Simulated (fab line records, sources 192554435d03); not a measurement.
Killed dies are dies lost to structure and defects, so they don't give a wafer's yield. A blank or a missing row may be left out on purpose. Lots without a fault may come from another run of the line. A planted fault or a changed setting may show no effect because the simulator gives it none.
fab line records | flow n5_finfet
record lots=10 wafers=30 last_day=17
route steps=1938 shown HKMG_FIN@461 GATE_CUT@465 BEOL_M4@1111
lots that met no fault: from a run of the same line without faults
start_h: hours from the record's first day to the start of the lot's first wafer shown | wait_h: hours since the lot's step before | " the same as in the row above | L1.1+2: a row that stands for several wafers | - no value, or no start given | * or withheld: withheld | < > ~ a bound
route shown NAME@n: a module of which the file shows steps, and the number in the route of the first | usual: mean/standard deviation of fault-free wafers | same: alike in all rows | chamber/n: place in a boat | sites: the reading at each site | _std_site: their standard deviation | _edge_site: outer sites' mean less inner sites' | radius_mm: how far each site lies from the wafer's centre | mask NAME#n: copy n | behind: the tool/chamber that last shaped the wafer | hold: why the lot was held/for how many hours/how that ended | device: the transistor (n, p or np) that didn't switch | end of line: the same wafers' tests at the end of the route | a step without rows: its recipe alone | killed: dies lost to structure and defects at the first sort, not the wafer's yield | map: a wafer's dies, x killed, . not, _ none there
set.NAME: the setting as run; set.NAME@STEP: as run at that earlier step | model.NAME: the simulator's own value behind a step, which no gauge read
steps of the route over a sample of lots; a table a step, a row a wafer
services: from which hour (start_h, from the record's first day; less than 0 if before it) a tool's chamber was out of use, for how many hours, and why
## steps
# step N5_HKMG_FIN_CMP_23
# recipe stop_on=SiNx t_overpolish_s=10 post_cmp_clean=rinse_only down_force_psi=4 platen_rpm=50.289 pad_velocity_m_s=1.0006 target_thk_nm=46.326
# usual head_pressure_psi=4.000/0.0096 motor_current_A=12.5/1 overpolish_run_s=9.999/0.008 time_to_endpoint_s=11.2/2.4
# columns lot.wafer tool chamber start_h wait_h head_pressure_psi motor_current_A overpolish_run_s time_to_endpoint_s
L840.4 cmp-03 0 85.72 0.0 3.995 13.4 9.997 13.8
L840.3 " 3 " " 3.980 12.0 10.008 12.5
L840.5 " 0 " " 4.001 13.6 9.993 13.2
L842.1 cmp-04 3 98.37 0.2 4.003 12.0 9.990 9.6
L842.4 " 0 " " 4.002 12.0 9.996 10.8
L842.5 " 1 " " 4.000 13.5 9.996 9.5
L845.2 cmp-03 3 115.96 0.0 3.994 11.6 9.997 18.8
L845.4 " 0 " " 3.999 13.4 10.002 16.6
L845.3 " 2 " " 3.998 11.8 10.003 18.4
L849.1 cmp-03 0 139.64 0.3 4.003 12.8 10.004 12.4
L849.6 " 1 " " 4.006 14.0 10.007 11.7
L849.5 " 2 " " 4.007 11.7 9.994 14.9
L851.2 cmp-03 0 156.13 0.0 4.010 14.2 9.995 12.7
L851.3 " 3 " " 3.989 11.9 9.997 13.7
L851.6 " 0 " " 4.001 13.7 9.993 11.3
L855.1 cmp-01 0 176.68 0.2 4.017 10.8 9.989 10.1
L855.5 " 2 " " 3.991 13.3 10.005 10.6
L855.6 " 3 " " 4.004 13.3 9.999 9.4
L856.2 cmp-01 3 183.14 0.3 4.016 13.4 9.994 9.4
L856.5 " 0 " " 4.010 10.7 9.990 11.5
L856.6 " 1 " " 4.005 13.6 9.994 8.7
L857.2 cmp-04 0 193.11 0.0 3.992 11.4 10.003 10.7
L857.1 " 1 " " 3.982 12.9 9.989 10.6
L857.4 " 2 " " 3.997 12.0 9.997 12.7
L858.3 cmp-04 3 195.50 0.2 4.001 12.1 9.992 9.1
L858.1 " 0 " " 4.006 11.3 10.010 11.2
L858.6 " 1 " " 4.009 13.3 10.004 9.1
L860.4 cmp-04 2 207.46 0.0 4.002 12.4 10.001 11.4
L860.6 " 2 " " 3.987 12.1 9.995 12.3
L860.5 " 3 " " 3.999 11.8 9.997 13.2
# step N5_HKMG_FIN_CMP_94
# recipe stop_on=SiNx post_cmp_clean=w_dilute_nh4oh t_overpolish_s=4.7 down_force_psi=4 platen_rpm=50.289 pad_velocity_m_s=1.0006 target_thk_nm=43.299
# usual head_pressure_psi=3.999/0.0085 motor_current_A=12.5/1
# columns lot.wafer tool chamber start_h wait_h head_pressure_psi motor_current_A
L840.4 cmp-03 0 86.20 0.4 4.009 13.9
L840.3 " 3 " " 3.989 11.4
L840.5 " 0 " " 4.010 13.5
L842.1 cmp-04 3 98.98 0.5 4.007 12.1
L842.4 " 0 " " 4.008 11.9
L842.5 " 1 " " 3.995 14.2
L845.2 cmp-03 3 116.44 0.4 4.013 11.6
L845.4 " 0 " " 4.001 13.1
L845.3 " 2 " " 4.001 11.7
L849.1 cmp-03 0 139.97 0.2 5.298 16.3
L849.6 " 1 " " 3.994 13.5
L849.5 " 2 " " 3.994 12.0
L851.2 cmp-03 0 156.61 0.4 5.285 16.3
L851.3 " 3 " " 4.011 11.1
L851.6 " 0 " " 5.294 16.7
L855.1 cmp-01 0 177.06 0.3 4.006 10.0
L855.5 " 2 " " 4.015 12.8
L855.6 " 3 " " 4.000 13.3
L856.2 cmp-01 3 183.47 0.2 3.988 13.4
L856.5 " 0 " " 3.997 11.2
L856.6 " 1 " " 4.000 14.7
L857.2 cmp-04 0 193.59 0.4 3.990 11.7
L857.1 " 1 " " 3.980 13.0
L857.4 " 2 " " 4.004 12.2
L858.3 cmp-04 3 195.88 0.3 4.023 11.1
L858.1 " 0 " " 4.003 11.8
L858.6 " 1 " " 3.991 13.4
L860.4 cmp-04 2 207.94 0.4 3.985 11.4
L860.6 " 2 " " 4.005 12.0
L860.5 " 3 " " 3.996 12.1
# step N5_HKMG_FIN_INSPECT_28
# recipe inspect_instrument=darkfield mode=post_cmp
# usual raw_defect_count=43/18
# columns lot.wafer tool chamber start_h wait_h raw_defect_count
L840.3 defect_inspect-02 - 86.44 0.0 22
L840.4 " - " " 17
L840.5 " - " " 30
L842.1 defect_inspect-01 - 99.15 0.0 73
L842.4 " - " " 67
L842.5 " - " " 73
L845.2 defect_inspect-02 - 116.67 0.0 37
L845.3 " - " " 55
L845.4 " - " " 30
L849.1 defect_inspect-01 - 140.11 0.0 36
L849.5 " - " " 45
L849.6 " - " " 50
L851.2 defect_inspect-01 - 156.85 0.0 38
L851.3 " - " " 61
L851.6 " - " " 33
L855.1 defect_inspect-02 - 177.23 0.0 58
L855.5 " - " " 36
L855.6 " - " " 34
L856.2 defect_inspect-02 - 183.61 0.0 44
L856.5 " - " " 57
L856.6 " - " " 95
L857.1 defect_inspect-01 - 193.82 0.0 59
L857.2 " - " " 42
L857.4 " - " " 60
L858.1 defect_inspect-01 - 196.05 0.0 105
L858.3 " - " " 89
L858.6 " - " " 54
L860.4 defect_inspect-02 - 208.17 0.0 25
L860.5 " - " " 25
L860.6 " - " " 23
# step N5_GATE_CUT_ETCHBACK_00
# recipe chemistry=SF6/Cl2 target=W pressure_mtorr=8 icp_w=900 bias_w=80 SF6_flow_sccm=40 Cl2_flow_sccm=60
# usual drypump_motor_current_A=5.7/0.54 oes_product_au=0.69/0.098 rf_fwd_power_W=896.0/2.8 throttle_valve_pct=27.46/0.23
# columns lot.wafer tool chamber start_h wait_h drypump_motor_current_A oes_product_au rf_fwd_power_W rf_hours_counter_h throttle_valve_pct
L840.3 rie_metal-03 1 86.51 0.1 5.7 0.63 893.1 - 27.59
L840.4 " 0 " " 5.4 0.66 899.4 - 27.81
L840.5 " 1 " " 5.7 0.63 898.3 - 27.58
L842.1 rie_metal-01 1 99.18 0.0 5.2 0.61 896.7 121 27.57
L842.4 " 0 " " 6.8 0.82 892.8 - 27.23
L842.5 " 0 " " 6.8 0.82 897.0 - 27.24
L845.2 rie_metal-01 1 116.71 0.0 5.2 0.60 893.6 123 27.55
L845.3 " 0 " " 6.8 0.82 896.4 - 27.22
L845.4 " 1 " " 5.2 0.61 893.0 - 27.57
L849.1 rie_metal-01 0 140.14 0.0 6.7 0.80 896.5 29 27.23
L849.5 " 1 " " 5.2 0.60 896.5 - 27.58
L849.6 " 0 " " 6.8 0.82 895.0 - 27.24
L851.2 rie_metal-03 0 156.88 0.0 5.5 0.66 901.9 101 27.80
L851.3 " 1 " " 5.7 0.62 894.6 - 27.59
L851.6 " 0 " " 5.5 0.66 900.7 - 27.80
L855.1 rie_metal-02 1 177.26 0.0 5.3 0.86 896.5 15 27.38
L855.5 " 0 " " 5.6 0.63 895.7 - 27.19
L855.6 " 1 " " 5.3 0.86 896.0 - 27.36
L856.2 rie_metal-01 0 183.65 0.0 6.8 0.80 898.0 33 27.24
L856.5 " 0 " " 6.8 0.80 894.9 - 27.23
L856.6 " 1 " " 5.2 0.60 895.9 - 27.58
L857.1 rie_metal-03 1 193.86 0.0 5.7 0.61 892.4 124 27.60
L857.2 " 0 " " 5.5 0.65 898.0 104 27.81
L857.4 " 0 " " 5.4 0.65 896.6 - 27.82
L858.1 rie_metal-01 1 196.09 0.0 5.2 0.59 899.1 130 27.59
L858.3 " 1 " " 5.2 0.60 896.9 - 27.57
L858.6 " 1 " " 5.2 0.59 896.9 - 27.59
L860.4 rie_metal-03 1 208.24 0.1 5.7 0.61 894.6 - 27.62
L860.5 " 1 " " 5.7 0.62 892.8 - 27.62
L860.6 " 0 " " 5.4 0.64 895.4 - 27.82
# step N5_BEOL_M4_RC_MEAS_101
# usual DIBL_N=36.1/1.3 DIBL_P=36.3/1.4 IOFF_N=0.162/0.024 IOFF_P=0.22/0.033 ION_N=674/9.9 ION_P=464/7.6 SS_N=71.6/0.53 SS_P=73.4/0.55 VT_N=249.4/2.9 VT_P=-249/3.3
# columns lot.wafer tool chamber start_h wait_h DIBL_N[mV/V] DIBL_P[mV/V] IOFF_N[nA/um] IOFF_P[nA/um] ION_N[uA/um] ION_P[uA/um] SS_N[mV/dec] SS_P[mV/dec] VT_N[mV] VT_P[mV]
L840.3 prober-02 0 172.21 0.3 37.1 37.7 0.190 0.26 702 481 72.4 73.6 245.7 -245
L840.4 " 0 " " 36.4 37.5 0.172 0.24 674 467 71.5 73.7 248.4 -245
L840.5 " 0 " " 35.0 34.8 0.144 0.20 669 463 71.5 73.3 249.2 -250
L842.1 prober-02 0 176.89 0.0 36.4 35.9 0.175 0.26 677 466 71.8 74.6 248.3 -245
L842.4 " 0 " " 38.2 36.9 0.215 0.27 685 471 72.2 73.7 245.3 -245
L842.5 " 0 " " 37.0 35.8 0.197 0.26 685 471 71.9 74.0 245.5 -246
L845.2 prober-02 0 202.33 0.2 37.9 37.4 0.166 0.25 660 459 72.1 73.6 248.5 -246
L845.3 " 0 " " 36.6 35.6 0.160 0.24 668 468 71.6 73.8 248.5 -245
L845.4 " 0 " " 36.2 35.0 0.143 0.22 670 468 71.4 73.0 249.0 -244
L849.1 prober-02 0 219.99 0.0 34.6 35.5 0.152 0.19 675 457 71.7 73.3 250.7 -251
L849.5 " 0 " " 34.7 35.4 0.153 0.19 681 459 71.3 72.9 248.7 -253
L849.6 " 0 " " 33.7 34.0 0.144 0.17 670 453 70.4 72.7 249.0 -251
L851.2 prober-02 0 240.69 0.2 36.9 38.0 0.181 0.26 691 477 72.1 73.8 245.0 -247
L851.3 " 0 " " 36.8 37.2 0.168 0.24 673 462 71.6 74.0 246.5 -249
L851.6 " 0 " " 36.3 37.1 0.168 0.23 692 469 71.5 73.7 247.2 -249
L856.2 prober-02 0 263.85 0.2 36.5 37.6 0.176 0.24 675 464 72.2 73.6 247.8 -248
L856.5 " 0 " " 34.6 35.0 0.140 0.20 670 463 71.5 72.8 248.8 -250
L856.6 " 0 " " 35.2 35.9 0.153 0.22 677 468 72.1 73.0 250.4 -250
L855.1 prober-01 0 265.99 0.0 36.7 36.9 0.155 0.21 667 458 72.3 73.3 253.1 -252
L855.5 " 0 " " 35.5 35.1 0.131 0.18 666 461 71.8 72.8 253.5 -253
L855.6 " 0 " " 35.3 35.4 0.133 0.19 664 456 71.6 73.3 252.2 -250
L858.1 prober-01 0 278.18 0.0 36.3 37.8 0.179 0.21 675 465 72.1 73.6 247.6 -250
L858.3 " 0 " " 35.4 36.1 0.161 0.19 675 458 71.5 73.7 248.0 -252
L858.6 " 0 " " 35.9 36.8 0.170 0.20 675 458 71.7 73.9 250.0 -250
L857.1 prober-02 0 281.48 0.0 33.9 33.6 0.112 0.17 653 455 70.4 72.4 253.9 -253
L857.2 " 0 " " 37.8 37.9 0.183 0.23 672 463 71.9 73.9 248.7 -250
L857.4 " 0 " " 36.2 35.7 0.145 0.19 665 454 71.2 72.7 253.0 -252
L860.4 prober-02 0 301.76 0.5 35.8 34.9 0.142 0.22 675 465 71.0 72.7 249.5 -246
L860.5 " 0 " " 33.6 32.3 0.111 0.18 654 461 71.4 72.7 252.1 -250
L860.6 " 0 " " 36.4 36.6 0.154 0.24 683 470 71.3 73.4 250.5 -246
## services
# columns tool chamber start_h hours kind
cmp-01 - 72.24 31.9 repair
rie_metal-02 1 98.60 8.7 repair
cmp-01 - 104.18 4.5 pm
cmp-04 - 131.65 2.6 repair
cmp-03 - 140.44 4.0 pm
cmp-03 - 144.44 - consumable_replace:conditioner
cmp-03 - 144.44 - consumable_replace:pad
cmp-04 - 157.70 1.3 repair
cmp-04 - 169.03 0.3 repair
cmp-04 - 169.93 0.9 repair
rie_metal-01 0 192.64 4.8 repair
rie_metal-01 - 199.62 14.6 pm
cmp-03 - 206.71 0.7 repair
## key
first_sign step=N5_HKMG_FIN_CMP_94 reading=head_pressure_psi direction=up sigmas=99+ usual=3.999 struck=5.292
effect step=N5_HKMG_FIN_CMP_94 reading=motor_current_A direction=up sigmas=3.8 usual=12.5 struck=16.4
met_at N5_HKMG_FIN_CMP_94
struck_lots L849,L851
struck_wafers L849.1,L851.2,L851.6
not_acting_at N5_HKMG_FIN_CMP_23,N5_HKMG_FIN_INSPECT_28,N5_GATE_CUT_ETCHBACK_00
onset_between 116.44 139.97
fault kind=process_parameter_drift tool=cmp-03 chamber=0 onset_h=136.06 steps=N5_HKMG_FIN_CMP_94 channel=down_force_psi offset=1.2983 shape=step end_h=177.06 acts_in=these_recipes_only stated=4
